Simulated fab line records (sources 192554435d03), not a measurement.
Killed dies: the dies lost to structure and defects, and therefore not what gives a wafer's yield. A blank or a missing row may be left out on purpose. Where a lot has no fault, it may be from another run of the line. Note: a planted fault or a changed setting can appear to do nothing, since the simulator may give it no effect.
Chamber matching    flow n5-finfet    N5_HKMG_FIN_HK_ALD_01 on ald-hk-03: 4 sister chambers
The step deposits HfO2, target thk 1.6 nm, pulse time 3 s, purge time 3 s. 4 wafers are shown with their chamber, then 9 later ones without.

## EACH WAFER AND ITS CHAMBER
wafer   chamber  precursor-pulse-height-rel
L084.3  1        0.970
L093.2  0        0.991
L093.4  3        0.988
L093.6  2        0.982

## WAFERS WHOSE CHAMBER IS MISSING
wafer   precursor-pulse-height-rel
L095.1  0.968
L095.3  1.000
L095.6  1.020
L096.1  1.012
L096.4  0.992
L096.5  0.980
L097.1  0.995
L097.3  0.965
L097.6  1.013

## WHICH CHAMBER EACH ONE RAN IN
wafer   from the rows above                in truth
L095.1  can't be placed: 1 or 2 or 3 or 0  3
L095.3  can't be placed: 0 or 3 or 2 or 1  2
L095.6  can't be placed: 0 or 3 or 2 or 1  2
L096.1  can't be placed: 0 or 3 or 2 or 1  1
L096.4  can't be placed: 0 or 3 or 2 or 1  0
L096.5  can't be placed: 2 or 3 or 1 or 0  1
L097.1  can't be placed: 0 or 3 or 2 or 1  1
L097.3  can't be placed: 1 or 2 or 3 or 0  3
L097.6  can't be placed: 0 or 3 or 2 or 1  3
Correct placement for 0 of the 9. From these rows, 9 cannot be placed; in 9 the true chamber is one of the candidates. Number placed wrongly: 0.
How it was worked out, from the rows above alone: a wafer's distance from a chamber is the root of the sum, over the readings, of the square of ((its reading less the chamber's mean) divided by the reading's scatter). The wafer belongs to the nearest chamber; if the next one is less than 2 further off, it can't be placed. For every chamber, the mean is computed from those of its wafers that are shown. The scatter: with one shown wafer a chamber, the root of the mean of the squares of how far each hidden wafer lies from its nearest shown one.
